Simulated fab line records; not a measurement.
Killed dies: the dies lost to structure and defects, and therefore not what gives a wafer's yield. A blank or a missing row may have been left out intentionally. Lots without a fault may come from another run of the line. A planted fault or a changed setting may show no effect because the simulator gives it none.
fab line records	flow n5-finfet
[record] lots = 7	wafers = 21
route steps=1938 shown HKMG_FIN@403 GATE_CUT@484 MOL_CONTACT_COAG@531 BEOL_M0_SAQP@646 BEOL_M1@758
start-h: hours from the record's opening day to when the first of the lot's shown wafers began	wait-h: hours since the lot's step before	" same as the row above	L1.1+2: a row that stands for several wafers	- value missing, or start not given	* or withheld: withheld	< > ~ a bound
route shown NAME@n: names a module that has steps shown in the file, with the first one's number in the route	usual: mean and standard deviation over wafers with no fault	same: alike in all rows	chamber/n: place in a boat	sites: per-site readings	_std_site: the values' standard deviation	_edge_site: mean of outer sites minus mean of inner sites	radius-mm: for every site, how far away it sits from the centre of the wafer	mask NAME#n: copy n	behind: tool/chamber where the wafer was last shaped	hold: why the lot was held/for how many hours/how that ended	device: whichever transistor did not switch (one of n, p or np)	end of line: the same wafers' tests at the end of the route	a step without rows: its recipe alone	killed: dies lost to structure and defects at the first sort, not the wafer's yield	map: dies across one wafer; x = killed, . = not, _ = none there
set.NAME: the setting as run; set.NAME@STEP: as run at that earlier step	model.NAME: the simulator's own value behind a step, which no gauge read
lots whose settings were changed on purpose; a table a step, a row a wafer
[[steps]]
[step N5_HKMG_FIN_ETCH_55]
[recipe] chemistry = N2/H2	target = SOC	target-depth-a = 2400	temp-c = 40	time-s = 300	ion-energy-ev = 200	mask-material = SiARC	pressure-mtorr = 30	source-w = 840	bias-w = 150	n2-flow-sccm = 200	h2-flow-sccm = 200
[usual] rf-vpp-V = 524.1/2.3
lot.wafer	tool	chamber	start-h	wait-h	set.bias-w	rf-vpp-V	model.HKMG_FIN.feature-depth-nm	model.etch.depth-nm	model.SiARC_of_HKMG_FIN_COAT_42.thk-nm
L074.1	rie-diel-01	2	70.89	0.0	124.4	464.6	217.8	217.9	24.8
L074.2	"	3	"	"	150	522.9	245.2	245.2	20.8
L074.4	"	1	"	"	124.4	463.7	229.2	229.2	23.6
L081.2	rie-diel-06	1	119.00	0.0	150	528.1	244.4	244.4	21.4
L081.3	"	0	"	"	140.9	506.1	229	229	22.8
L081.5	"	0	"	"	150	526.5	235.4	235.4	22
L088.2	rie-diel-04	0	156.68	0.0	136.2	490.2	226.4	226.5	23
L088.3	"	3	"	"	150	522.8	234.8	234.8	21.8
L088.6	"	1	"	"	136.2	494.2	225.2	225.2	22.6
L089.2	rie-diel-04	1	164.49	0.0	167.1	562.2	249	249	19.2
L089.3	"	2	"	"	150	523.7	229	229	22.2
L089.4	"	3	"	"	167.1	559.9	248.2	248.3	20
L091.2	rie-diel-01	3	173.66	0.0	150	522.6	244.8	244.7	20.6
L091.4	"	2	"	"	150	521.3	239.4	239.4	21.8
L091.5	"	0	"	"	150	527.7	244.6	244.6	20.6
L094.1	rie-diel-04	2	192.94	0.0	150	523.1	232.2	232.2	22
L094.4	"	0	"	"	169.6	562.3	256.6	256.6	19.2
L094.6	"	1	"	"	169.6	568.8	254.4	254.4	18.6
L096.1	rie-diel-06	3	204.20	0.0	150	523.6	233.8	233.7	22.2
L096.4	"	1	"	"	150	527.4	245.6	245.6	21.2
L096.6	"	0	"	"	150	526.0	234	233.9	22
[step N5_GATE_CUT_EXPOSE_10]
[recipe] mask-id = GATE_CUT	na = 0.33	source-shape = annular	sigma-inner = 0.35	sigma-outer = 0.8	polarization = unpolarized	target-cd-nm = 20	dose-mj = 43.25
lot.wafer	tool	chamber	start-h	wait-h	mask	set.dose-mj
L074.1	euv-scanner-02	0	82.62	-	GATE_CUT#0	43.25
L074.2+4	"	0	"	"	GATE_CUT#0	46.29
L081.2	euv-scanner-01	0	130.85	-	GATE_CUT#0	43.25
L081.3+5	"	0	"	"	GATE_CUT#0	45.07
L088.2+3+6	euv-scanner-01	0	168.53	-	GATE_CUT#0	43.25
L089.2+4	euv-scanner-01	0	175.88	-	GATE_CUT#0	43.25
L089.3	"	0	"	"	GATE_CUT#0	44.62
L091.2+4	euv-scanner-01	0	185.27	-	GATE_CUT#0	43.25
L091.5	"	0	"	"	GATE_CUT#0	44.44
L094.1	euv-scanner-02	0	204.76	-	GATE_CUT#0	45.32
L094.4+6	"	0	"	"	GATE_CUT#0	43.25
L096.1+4+6	euv-scanner-02	0	216.93	-	GATE_CUT#0	43.25
[step N5_GATE_CUT_PEB_11]
[recipe] peb-temp-c = 100	peb-time-s = 60	resist = CAR-EUV
[step N5_GATE_CUT_DEVELOP_12]
[recipe] develop-time-s = 30	developer = TMAH	resist = CAR-EUV	rinse-liquid = surfactant-rinse	dry = air-spin	dev-temp-c = 23
[step N5_GATE_CUT_CD_MEAS_13]
[recipe] target-cd-nm = 20	landing-energy-ev = 500	detector = se-inlens
[usual] cd-nm = 20.16/0.29
lot.wafer	tool	chamber	start-h	wait-h	set.dose-mj@GATE_CUT_EXPOSE_10	cd-nm
L074.1	cd-sem-01	0	82.76	-	43.25	19.97
L074.2	"	0	"	"	46.29	22.02
L074.4	"	0	"	"	46.29	21.79
L081.2	cd-sem-02	0	130.97	-	43.25	20.36
L081.3	"	0	"	"	45.07	20.81
L081.5	"	0	"	"	45.07	21.22
L088.2	cd-sem-02	0	168.65	-	43.25	19.69
L088.3	"	0	"	"	43.25	19.88
L088.6	"	0	"	"	43.25	19.99
L089.2	cd-sem-03	0	176.00	-	43.25	20.01
L089.3	"	0	"	"	44.62	20.69
L089.4	"	0	"	"	43.25	20.40
L091.2	cd-sem-01	0	185.40	-	43.25	20.11
L091.4	"	0	"	"	43.25	20.39
L091.5	"	0	"	"	44.44	20.69
L094.1	cd-sem-01	0	204.90	-	45.32	21.14
L094.4	"	0	"	"	43.25	20.04
L094.6	"	0	"	"	43.25	20.25
L096.1	cd-sem-01	0	217.06	-	43.25	20.00
L096.4	"	0	"	"	43.25	20.11
L096.6	"	0	"	"	43.25	20.10
[step N5_GATE_CUT_DESCUM_18]
[recipe] chemistry = O2	time-s = 7	source-power-w = 50	bias-power-w = 20	pressure-mtorr = 20	rf-frequency-hz = 2.712e+07	temp-c = 40	resist = CAR-EUV	o2-flow-sccm = 225
lot.wafer	tool	chamber	start-h	wait-h	set.dose-mj@GATE_CUT_EXPOSE_10	model.GATE_CUT.cd-nm
L074.1	rie-diel-05	3	83.07	0.2	43.25	20
L074.2	"	2	"	"	46.29	21.6
L074.4	"	1	"	"	46.29	21.2
L081.2	rie-diel-02	3	131.09	0.0	43.25	20.2
L081.3	"	0	"	"	45.07	21.2
L081.5	"	2	"	"	45.07	20.8
L088.2	rie-diel-03	3	168.84	0.1	43.25	19.8
L088.3	"	1	"	"	43.25	20.4
L088.6	"	0	"	"	43.25	20
L089.2	rie-diel-03	0	176.12	0.0	43.25	20.2
L089.3	"	3	"	"	44.62	20.6
L089.4	"	2	"	"	43.25	20
L091.2+4	rie-diel-05	2,0	185.52	0.0	43.25	20.2
L091.5	"	0	"	"	44.44	20.8
L094.1	rie-diel-03	1	205.02	0.0	45.32	21.2
L094.4	"	2	"	"	43.25	20.2
L094.6	"	1	"	"	43.25	20.6
L096.1+4	rie-diel-03	2,3	217.18	0.0	43.25	20
L096.6	"	1	"	"	43.25	20.4
[step N5_GATE_CUT_ETCH_28]
[recipe] chemistry = N2/H2	target = underlayer	target-depth-a = 130	mask-material = CAR-EUV	time-s = 10.4	ion-energy-ev = 200	pressure-mtorr = 30	source-w = 840	bias-w = 150	n2-flow-sccm = 200	h2-flow-sccm = 200	ends = cleared
lot.wafer	tool	chamber	start-h	wait-h	set.dose-mj@GATE_CUT_EXPOSE_10	model.GATE_CUT.cd-nm
L074.1	rie-diel-05	3	83.10	0.0	43.25	20
L074.2	"	2	"	"	46.29	21.8
L074.4	"	1	"	"	46.29	21
L081.2	rie-diel-02	3	131.13	0.0	43.25	20.2
L081.3	"	0	"	"	45.07	21.2
L081.5	"	2	"	"	45.07	20.6
L088.2	rie-diel-03	3	168.87	0.0	43.25	19.8
L088.3	"	1	"	"	43.25	20.4
L088.6	"	0	"	"	43.25	20
L089.2+4	rie-diel-03	0,2	176.16	0.0	43.25	20.2
L089.3	"	3	"	"	44.62	20.8
L091.2+4	rie-diel-05	2,0	185.55	0.0	43.25	20.2
L091.5	"	0	"	"	44.44	20.6
L094.1	rie-diel-03	1	205.05	0.0	45.32	21.2
L094.4	"	2	"	"	43.25	20.2
L094.6	"	1	"	"	43.25	20.6
L096.1+4	rie-diel-03	2,3	217.22	0.0	43.25	20.2
L096.6	"	1	"	"	43.25	20.4
[step N5_MOL_CONTACT_COAG_ETCH_105]
[recipe] chemistry = CF4	target = SiARC	target-depth-a = 156	mask-material = CAR-EUV	time-s = 26	ion-energy-ev = 80	pressure-mtorr = 40	source-w = 545	bias-w = 36	Ar_flow_sccm = 100	cf4-flow-sccm = 100	ends = cleared
[usual] rf-vpp-V = 184.1/1.1
lot.wafer	tool	chamber	start-h	wait-h	set.bias-w	rf-vpp-V
L074.1	rie-diel-06	1	86.91	0.0	33.42	175.2
L074.2	"	0	"	"	33.42	176.4
L074.4	"	2	"	"	33.42	177.1
L081.2	rie-diel-04	0	135.39	0.0	30.66	164.4
L081.3	"	3	"	"	30.66	166.1
L081.5	"	0	"	"	36	183.1
L088.2	rie-diel-01	3	173.08	0.0	36	184.1
L088.3	"	0	"	"	36	186.5
L088.6	"	3	"	"	36	182.7
L089.2	rie-diel-04	3	180.23	0.0	36	183.8
L089.3	"	0	"	"	36	182.8
L089.4	"	2	"	"	36	183.3
L091.2	rie-diel-01	3	189.64	0.0	30.15	164.6
L091.4	"	3	"	"	36	183.4
L091.5	"	0	"	"	30.15	164.4
L094.1	rie-diel-04	2	208.86	0.0	36	183.8
L094.4	"	3	"	"	36	183.1
L094.6	"	0	"	"	39.01	193.0
L096.1	rie-diel-06	3	221.25	0.0	36	183.7
L096.4	"	0	"	"	36	184.1
L096.6	"	3	"	"	36	183.0
[step N5_MOL_CONTACT_COAG_COAT_64]
[recipe] resist = underlayer	temp-c = 205	time-s = 60	spin-rpm = 1500	resist-thk-nm = 10
lot.wafer	tool	chamber	start-h	wait-h	set.spin-rpm	model.underlayer_of_MOL_CONTACT_COAG_COAT_64.thk-nm
L074.1+2+4	litho-track-03	0	-	-	1500	10
L081.2+5	litho-track-04	0	-	-	1631	9.6
L081.3	"	0	"	"	1500	10
L088.2+6	litho-track-04	0	-	-	1500	10
L088.3	"	0	"	"	1632	9.6
L089.2	litho-track-03	0	-	-	1668	9.4
L089.3	"	0	"	"	1500	10
L089.4	"	0	"	"	1668	9.6
L091.2+4	litho-track-03	0	-	-	1370	10.4
L091.5	"	0	"	"	1500	10
L094.1+4+6	litho-track-03	0	-	-	1500	10
L096.1+4+6	litho-track-04	0	-	-	1500	10
[step N5_MOL_CONTACT_COAG_COAT_34]
[recipe] resist = CAR-EUV	spin-rpm = 1500	resist-thk-nm = 40
[step N5_MOL_CONTACT_COAG_EBR_36]
[recipe] solvent = PGMEA	ebr-width-mm = 1.5
[step N5_MOL_CONTACT_COAG_DESCUM_45]
[recipe] chemistry = O2	time-s = 7	source-power-w = 50	bias-power-w = 20	pressure-mtorr = 20	rf-frequency-hz = 2.712e+07	temp-c = 40	resist = CAR-EUV	o2-flow-sccm = 225
[step N5_MOL_CONTACT_COAG_ETCH_65]
[recipe] chemistry = N2/H2	target = underlayer	target-depth-a = 130	mask-material = CAR-EUV	time-s = 10.4	ion-energy-ev = 200	pressure-mtorr = 30	source-w = 840	bias-w = 150	n2-flow-sccm = 200	h2-flow-sccm = 200	ends = cleared
lot.wafer	tool	chamber	start-h	wait-h	set.spin-rpm@MOL_CONTACT_COAG_COAT_64	model.CAR-EUV_of_MOL_CONTACT_COAG_COAT_34.thk-nm	model.etch.depth-nm
L074.1	rie-diel-01	0	100.39	0.0	1500	24.6	9.99
L074.2	"	2	"	"	1500	24.4	10.02
L074.4	"	3	"	"	1500	24.8	10.01
L081.2	rie-diel-06	2	148.37	0.0	1631	25.4	9.601
L081.3	"	0	"	"	1500	24.8	9.982
L081.5	"	0	"	"	1631	25.2	9.562
L088.2	rie-diel-04	0	188.21	0.0	1500	24.4	9.999
L088.3	"	2	"	"	1632	25.2	9.602
L088.6	"	1	"	"	1500	24.8	9.978
L089.2	rie-diel-01	3	191.32	0.0	1668	25.4	9.467
L089.3	"	2	"	"	1500	24.6	9.973
L089.4	"	0	"	"	1668	25.4	9.509
L091.2	rie-diel-01	0	200.11	0.0	1370	24.2	10.47
L091.4	"	2	"	"	1370	24.2	10.41
L091.5	"	3	"	"	1500	24.8	9.971
L094.1	rie-diel-01	2	220.04	0.0	1500	24.6	9.966
L094.4	"	1	"	"	1500	24.8	9.933
L094.6	"	0	"	"	1500	24.8	9.944
L096.1	rie-diel-04	1	232.93	0.0	1500	24.8	9.99
L096.4	"	0	"	"	1500	24.6	9.988
L096.6	"	0	"	"	1500	24.6	9.962
[step N5_BEOL_M0_SAQP_EXPOSE_11]
[recipe] mask-id = M0_CORE	na = 1.35	source-shape = dipole	sigma-inner = 0.538	sigma-outer = 0.738	polarization = te	target-cd-nm = 42	dose-mj = 55
lot.wafer	tool	chamber	start-h	wait-h	mask	set.dose-mj
L074.1+4	arfi-scanner-01	0	106.08	-	M0_CORE#0	57.53
L074.2	"	0	"	"	M0_CORE#0	55
L081.2+5	arfi-scanner-03	0	154.93	-	M0_CORE#0	56.2
L081.3	"	0	"	"	M0_CORE#0	55
L088.2+6	arfi-scanner-01	0	195.50	-	M0_CORE#0	51.75
L088.3	"	0	"	"	M0_CORE#0	55
L089.2	arfi-scanner-01	0	200.40	-	M0_CORE#0	58.69
L089.3+4	"	0	"	"	M0_CORE#0	55
L091.2+4	arfi-scanner-02	0	206.85	-	M0_CORE#0	53.73
L091.5	"	0	"	"	M0_CORE#0	55
L094.1+6	arfi-scanner-03	0	227.39	-	M0_CORE#0	55
L094.4	"	0	"	"	M0_CORE#0	51.65
L096.1+4+6	arfi-scanner-02	0	242.34	-	M0_CORE#0	55
[step N5_BEOL_M0_SAQP_PEB_12]
[recipe] peb-temp-c = withheld	peb-time-s = 60	resist = CAR-ArF
[step N5_BEOL_M0_SAQP_DEVELOP_13]
[recipe] develop-time-s = 30	developer = TMAH	resist = CAR-ArF	dev-temp-c = 23	rinse-liquid = diw	dry = air-spin
[step N5_BEOL_M0_SAQP_CD_MEAS_14]
[recipe] target-cd-nm = 42.5	landing-energy-ev = 500	detector = se-inlens
[usual] cd-nm = 42.5/0.39
lot.wafer	tool	chamber	start-h	wait-h	set.dose-mj@BEOL_M0_SAQP_EXPOSE_11	cd-nm
L074.1	cd-sem-01	0	106.21	-	57.53	40.9
L074.2	"	0	"	"	55	42.7
L074.4	"	0	"	"	57.53	41.2
L081.2	cd-sem-01	0	155.06	-	56.2	40.9
L081.3	"	0	"	"	55	42.2
L081.5	"	0	"	"	56.2	41.3
L088.2	cd-sem-03	0	195.62	-	51.75	44.4
L088.3	"	0	"	"	55	42.0
L088.6	"	0	"	"	51.75	43.6
L089.2	cd-sem-02	0	200.52	-	58.69	40.6
L089.3	"	0	"	"	55	42.6
L089.4	"	0	"	"	55	42.7
L091.2	cd-sem-02	0	206.97	-	53.73	43.3
L091.4	"	0	"	"	53.73	43.2
L091.5	"	0	"	"	55	42.8
L094.1	cd-sem-03	0	227.52	-	55	42.0
L094.4	"	0	"	"	51.65	44.5
L094.6	"	0	"	"	55	42.0
L096.1	cd-sem-01	0	242.46	-	55	43.0
L096.4	"	0	"	"	55	42.0
L096.6	"	0	"	"	55	42.3
[step N5_BEOL_M0_SAQP_EXPOSE_37]
[recipe] mask-id = M0_CUT1	na = 0.33	source-shape = annular	sigma-inner = 0.35	sigma-outer = 0.8	polarization = unpolarized	target-cd-nm = 30	dose-mj = 44.75
lot.wafer	tool	chamber	start-h	wait-h	mask	set.dose-mj
L074.1+2	euv-scanner-02	0	111.72	-	M0_CUT1#0	43.32
L074.4	"	0	"	"	M0_CUT1#0	44.75
L081.2+3+5	euv-scanner-02	0	159.13	-	M0_CUT1#0	44.75
L088.2	euv-scanner-02	0	199.68	-	M0_CUT1#0	44.75
L088.3+6	"	0	"	"	M0_CUT1#0	46.78
L089.2+3	euv-scanner-02	0	204.92	-	M0_CUT1#0	44.75
L089.4	"	0	"	"	M0_CUT1#0	43.53
L091.2+4+5	euv-scanner-01	0	210.90	-	M0_CUT1#0	44.75
L094.1+4+6	euv-scanner-01	0	231.97	-	M0_CUT1#0	46.68
L096.1+4+6	euv-scanner-02	0	246.65	-	M0_CUT1#0	44.75
[step N5_BEOL_M0_SAQP_PEB_38]
[recipe] peb-temp-c = 100	peb-time-s = 60	resist = CAR-EUV
[step N5_BEOL_M0_SAQP_DEVELOP_39]
[recipe] develop-time-s = 30	developer = TMAH	resist = CAR-EUV	rinse-liquid = surfactant-rinse	dry = air-spin	dev-temp-c = 23
[step N5_BEOL_M0_SAQP_DESCUM_45]
[recipe] chemistry = O2	time-s = 7	source-power-w = 50	bias-power-w = 20	pressure-mtorr = 20	rf-frequency-hz = 2.712e+07	temp-c = 40	resist = CAR-EUV	o2-flow-sccm = 225
lot.wafer	tool	chamber	start-h	wait-h	set.dose-mj@BEOL_M0_SAQP_EXPOSE_37	model.BEOL_M0_SAQP.cd-nm
L074.1	rie-diel-05	2	112.22	0.3	43.32	29.6
L074.2	"	0	"	"	43.32	29.4
L074.4	"	3	"	"	44.75	30
L081.2	rie-diel-02	2	159.43	0.1	44.75	30
L081.3	"	1	"	"	44.75	29.6
L081.5	"	3	"	"	44.75	29.8
L088.2	rie-diel-03	0	199.93	0.0	44.75	30
L088.3	"	2	"	"	46.78	31.2
L088.6	"	1	"	"	46.78	31
L089.2	rie-diel-05	3	205.21	0.1	44.75	30
L089.3	"	0	"	"	44.75	29.6
L089.4	"	3	"	"	43.53	29.2
L091.2+5	rie-diel-02	1	211.15	0.0	44.75	29.8
L091.4	"	3	"	"	44.75	30.2
L094.1	rie-diel-05	0	232.22	0.0	46.68	30.6
L094.4	"	1	"	"	46.68	31
L094.6	"	0	"	"	46.68	30.8
L096.1	rie-diel-03	2	246.91	0.0	44.75	29.8
L096.4+6	"	3,2	"	"	44.75	30
[step N5_BEOL_M0_SAQP_CUT_ETCH_46]
[recipe] chemistry = N2/H2	target = SOC	target-depth-a = 1350	overetch-a = 270	temp-c = 40	time-s = 202.5	ion-energy-ev = 200	mask-material = SiARC	pressure-mtorr = 30	source-w = 840	bias-w = 150	n2-flow-sccm = 200	h2-flow-sccm = 200
lot.wafer	tool	chamber	start-h	wait-h	set.time-s	model.SiARC_of_BEOL_M0_SAQP_COAT_72.thk-nm
L074.1	rie-diel-05	2	112.30	0.0	202.5	5.4
L074.2	"	0	"	"	202.5	5
L074.4	"	3	"	"	202.5	5.2
L081.2	rie-diel-02	2	159.51	0.0	239.1	3.8
L081.3	"	1	"	"	239.1	3
L081.5	"	3	"	"	239.1	3.4
L088.2	rie-diel-03	0	200.01	0.0	175	6
L088.3	"	2	"	"	175	6.4
L088.6	"	1	"	"	202.5	3.8
L089.2	rie-diel-05	3	205.29	0.0	202.5	5.4
L089.3+4	"	0,3	"	"	202.5	5.2
L091.2	rie-diel-02	1	211.23	0.0	214.4	4.4
L091.4	"	3	"	"	202.5	5.2
L091.5	"	1	"	"	214.4	4.2
L094.1+6	rie-diel-05	0	232.31	0.0	214.5	4.6
L094.4	"	1	"	"	202.5	4.6
L096.1+6	rie-diel-03	2	246.99	0.0	202.5	5
L096.4	"	3	"	"	202.5	4.8
[step N5_BEOL_M1_COAT_05]
[recipe] resist = CAR-EUV	spin-rpm = 1500	resist-thk-nm = 30
lot.wafer	tool	chamber	start-h	wait-h	set.spin-rpm	model.CAR-EUV_of_BEOL_M1_COAT_05.thk-nm
L074.1	litho-track-02	0	-	-	1500	30
L074.2+4	"	0	"	"	1350	31.6
L081.2	litho-track-02	0	-	-	1500	30
L081.3	"	0	"	"	1500	30.2
L081.5	"	0	"	"	1665	28.6
L088.2	litho-track-02	0	-	-	1400	31.2
L088.3+6	"	0	"	"	1500	30.2
L089.2+3	litho-track-04	0	-	-	1422	30.8
L089.4	"	0	"	"	1500	30
L091.2	litho-track-02	0	-	-	1500	30
L091.4	"	0	"	"	1612	28.8
L091.5	"	0	"	"	1612	29
L094.1+4	litho-track-04	0	-	-	1641	28.8
L094.6	"	0	"	"	1500	30.2
L096.1+6	litho-track-04	0	-	-	1500	30.2
L096.4	"	0	"	"	1500	30
[[key]]
[split] step = N5_HKMG_FIN_ETCH_55	setting = bias-w	stated = 150	by = wafer
[response] step = N5_HKMG_FIN_ETCH_55	reading = rf-vpp-V	change = +3.36	per = 1%	r = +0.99
[response] step = N5_HKMG_FIN_ETCH_55	reading = model.HKMG_FIN.feature-depth-nm	change = +1.47	per = 1%	r = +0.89
[response] step = N5_HKMG_FIN_ETCH_55	reading = model.etch.depth-nm	change = +1.47	per = 1%	r = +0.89
[response] step = N5_HKMG_FIN_ETCH_55	reading = model.SiARC_of_HKMG_FIN_COAT_42.thk-nm	change = -0.202	per = 1%	r = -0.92
[split] step = N5_GATE_CUT_EXPOSE_10	setting = dose-mj	stated = 43.25	by = wafer
[response] step = N5_GATE_CUT_CD_MEAS_13	reading = cd-nm	change = +0.222	per = 1%	r = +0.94
[response] step = N5_GATE_CUT_DESCUM_18	reading = model.GATE_CUT.cd-nm	change = +0.188	per = 1%	r = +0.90
[response] step = N5_GATE_CUT_ETCH_28	reading = model.GATE_CUT.cd-nm	change = +0.182	per = 1%	r = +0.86
[split] step = N5_MOL_CONTACT_COAG_ETCH_105	setting = bias-w	stated = 36	by = wafer
[response] step = N5_MOL_CONTACT_COAG_ETCH_105	reading = rf-vpp-V	change = +1.18	per = 1%	r = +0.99
[split] step = N5_MOL_CONTACT_COAG_COAT_64	setting = spin-rpm	stated = 1500	by = wafer
[response] step = N5_MOL_CONTACT_COAG_COAT_64	reading = model.underlayer_of_MOL_CONTACT_COAG_COAT_64.thk-nm	change = -0.0454	per = 1%	r = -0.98
[response] step = N5_MOL_CONTACT_COAG_ETCH_65	reading = model.CAR-EUV_of_MOL_CONTACT_COAG_COAT_34.thk-nm	change = +0.0672	per = 1%	r = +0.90
[response] step = N5_MOL_CONTACT_COAG_ETCH_65	reading = model.etch.depth-nm	change = -0.0463	per = 1%	r = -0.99
[split] step = N5_BEOL_M0_SAQP_EXPOSE_11	setting = dose-mj	stated = 55	by = wafer
[response] step = N5_BEOL_M0_SAQP_CD_MEAS_14	reading = cd-nm	change = -0.346	per = 1%	r = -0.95
[split] step = N5_BEOL_M0_SAQP_EXPOSE_37	setting = dose-mj	stated = 44.75	by = wafer
[response] step = N5_BEOL_M0_SAQP_DESCUM_45	reading = model.BEOL_M0_SAQP.cd-nm	change = +0.215	per = 1%	r = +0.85
[split] step = N5_BEOL_M0_SAQP_CUT_ETCH_46	setting = time-s	stated = 202.5	by = wafer
[response] step = N5_BEOL_M0_SAQP_CUT_ETCH_46	reading = model.SiARC_of_BEOL_M0_SAQP_COAT_72.thk-nm	change = -0.149	per = 1%	r = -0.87
[split] step = N5_BEOL_M1_COAT_05	setting = spin-rpm	stated = 1500	by = wafer
[response] step = N5_BEOL_M1_COAT_05	reading = model.CAR-EUV_of_BEOL_M1_COAT_05.thk-nm	change = -0.148	per = 1%	r = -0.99
